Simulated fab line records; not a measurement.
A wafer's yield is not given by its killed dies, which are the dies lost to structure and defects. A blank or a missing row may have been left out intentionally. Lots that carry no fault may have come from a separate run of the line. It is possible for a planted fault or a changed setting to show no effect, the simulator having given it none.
Matching of chambers ; flow nand harc ; 4 sister chambers for NHARC_P_GATE_DESCUM_31 on rie diel-10
The step chemistry O2, time 3 s. 4 wafers are shown with their chamber, then 11 later ones without.

== WAFERS, EACH WITH ITS CHAMBER ==
wafer;chamber;showerhead plenum p Torr (Torr)
L082.3;1;1.82
L085.1;3;1.98
L085.4;2;1.96
L086.1;0;1.80

== WAFERS WITH NO CHAMBER GIVEN ==
wafer;showerhead plenum p Torr (Torr)
L086.5;1.98
L086.6;1.96
L091.2;1.80
L091.4;1.97
L091.5;1.96
L093.1;1.82
L093.4;1.96
L093.6;1.96
L094.3;1.96
L094.4;1.97
L094.5;1.80

== EACH ONE'S CHAMBER ==
wafer;from the rows above;in truth
L086.5;3;3
L086.6;2;2
L091.2;0;0
L091.4;can't be placed: 2 or 3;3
L091.5;2;2
L093.1;1;1
L093.4;2;2
L093.6;2;2
L094.3;2;2
L094.4;can't be placed: 2 or 3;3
L094.5;0;0
Correctly placed: 9 of 11. Unplaceable from these rows: 2, with the true chamber sitting among the candidates in 2. Wrongly placed: 0.
How it was worked out, from the rows above alone: a wafer's distance from a chamber is the root of the sum, over the readings, of the square of ((its reading less the chamber's mean) divided by the reading's scatter). If the next closest chamber is less than 2 further off than the closest, the wafer can't be placed; otherwise it belongs to the closest. A chamber's mean is the mean of its shown wafers. The scatter: with one shown wafer a chamber, the root of the mean of the squares of how far each hidden wafer lies from its nearest shown one.
